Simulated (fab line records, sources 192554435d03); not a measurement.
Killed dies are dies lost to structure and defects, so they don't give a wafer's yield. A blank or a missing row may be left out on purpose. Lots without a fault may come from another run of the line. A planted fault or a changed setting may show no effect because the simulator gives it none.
A struck lot beside a sound one | flow n5_finfet | 15 steps out of a route of 1938
Sound: wafers L659.3, L659.4, L659.5. Struck: wafer L650.1. (L650.3, L650.5 of the same lot were not struck and are left out.) The cause comes at the end.
At each step with rows: each side's tool, then ch and its chambers, then its first start. Under that, the readings that differ: sound wafers | struck wafers | difference of the means | sigmas: that difference in standard deviations of wafers without a fault.
alike: readings whose means differ by less than 2 such deviations, and words and numbers that are the same on both sides. not compared: withheld readings, readings that some wafer has no value for, bounds like >300 that may hide the same value, and numbers for which the record gives no deviation and whose values overlap.
The two part at a step that has a row with sigmas, a row that says differs or no value, or rows on one side only. Numbers that don't overlap but have no deviation are shown without sigmas and don't part them. A reading that every wafer of one side lacks parts them only if that side has two wafers or more.

N5_HKMG_FIN_STRIP_34: strips in CF4.
  sound on rie_diel-06 ch 2,3, day 9 00:17; struck on rie_diel-06 ch 1, day 6 16:41
  alike: drypump_motor_current_A, oes_product_au, rf_vpp_V, showerhead_plenum_p_Torr, throttle_valve_pct
  not compared: rf_hours_counter_h
N5_HKMG_FIN_ETCH_35: etches SOC in N2/H2, target depth 215.8 nm, time 243.4 s.
  sound on rie_diel-06 ch 2,3, day 9 00:19; struck on rie_diel-06 ch 1, day 6 16:42
  alike: drypump_motor_current_A, oes_product_au, rf_vpp_V, showerhead_plenum_p_Torr, throttle_valve_pct
  not compared: rf_hours_counter_h
N5_HKMG_FIN_STRIP_92: strips SOC in N2/H2, time 20 s.
  sound on rie_diel-06 ch 2,3, day 9 00:28; struck on rie_diel-06 ch 1, day 6 16:51
  alike: drypump_motor_current_A, oes_product_au, rf_vpp_V, showerhead_plenum_p_Torr, throttle_valve_pct
  not compared: rf_hours_counter_h
then, 1 step without rows for these wafers: N5_HKMG_FIN_WET_ETCH_18 (etches TiN in SC1, time 55 s, target depth 5.2 nm, rinse time 30 s).
N5_HKMG_FIN_STRIP_19: strips in N2/H2, time 360 s.
  sound on plasma_asher-01 ch 0,1, day 9 00:44; struck on plasma_asher-02 ch 0, day 6 17:00
  reading                | sound | struck | difference                   | sigmas
  rf_hours_counter_h (h) | - - - | 94     | no value on the sound wafers |
  alike: drypump_motor_current_A, heater_power_w
then, 2 steps without rows for these wafers: N5_HKMG_FIN_ALD_91 (deposits TiN, target thk 1 nm, pulse time 1 s, purge time 3 s); N5_HKMG_FIN_COAT_85 (time 60 s, resist thk 300 nm).
N5_HKMG_FIN_ETCH_86: etches SOC in N2/H2, stops on TiN, target depth 393.2 nm.
  sound on rie_diel-06 ch 1,2,3, day 9 01:23; struck on rie_diel-05 ch 2, day 6 17:43
  alike: drypump_motor_current_A, oes_product_au, rf_vpp_V, showerhead_plenum_p_Torr, throttle_valve_pct
  not compared: rf_hours_counter_h
then, 4 steps without rows for these wafers: N5_HKMG_FIN_STRIP_89 (strips SOC in N2/H2, time 20 s); N5_HKMG_FIN_WET_ETCH_87 (etches TiN in SC1, time 154.2 s, target depth 4.7 nm, rinse time 30 s); N5_HKMG_FIN_STRIP_88 (strips in N2/H2, time 360 s); N5_HKMG_FIN_NWFM_ALD_20 (deposits TiAlC, target thk 2 nm, pulse time 3 s, purge time 2 s).
N5_HKMG_FIN_ALD_71: deposits TiN, target thk 1 nm, pulse time 1 s, purge time 3 s.
  sound on ald_metal-02 ch 0,1,3, day 9 02:07; struck on ald_metal-03 ch 1, day 6 18:28
  reading                                  | sound    | struck | difference | sigmas
  ald_cycles                               | 47 47 47 | 85     | +38        |
  model.TiN_of_HKMG_FIN_ALD_71.thk_nm (nm) | 1 1 1    | 1.8    | +0.8       |
  alike: heater_power_w, precursor_pulse_height_rel
then, 1 step without rows for these wafers: N5_HKMG_FIN_COAT_66 (time 60 s, resist thk 300 nm).
-- the record jumps here: 4 days lie between the struck wafers' starts before and after (it left off in module HKMG_FIN and takes up again in module BEOL_M4, whose first step shown is number 1111 of the route) --
N5_BEOL_M4_RC_MEAS_101:
  sound on prober-02 ch 0, day 13 20:35; struck on prober-02 ch 0, day 10 22:46
  reading   | sound       | struck | difference | sigmas
  VT_N (mV) | 254 250 245 | 242    | -8         | -2
  alike: DIBL_N, DIBL_P, IOFF_N, IOFF_P, ION_N, ION_P, SS_N, SS_P, VT_P

WHERE THEY PART
First at N5_HKMG_FIN_STRIP_19; last, within this record, at N5_BEOL_M4_RC_MEAS_101.

WHY: what the simulator had put in
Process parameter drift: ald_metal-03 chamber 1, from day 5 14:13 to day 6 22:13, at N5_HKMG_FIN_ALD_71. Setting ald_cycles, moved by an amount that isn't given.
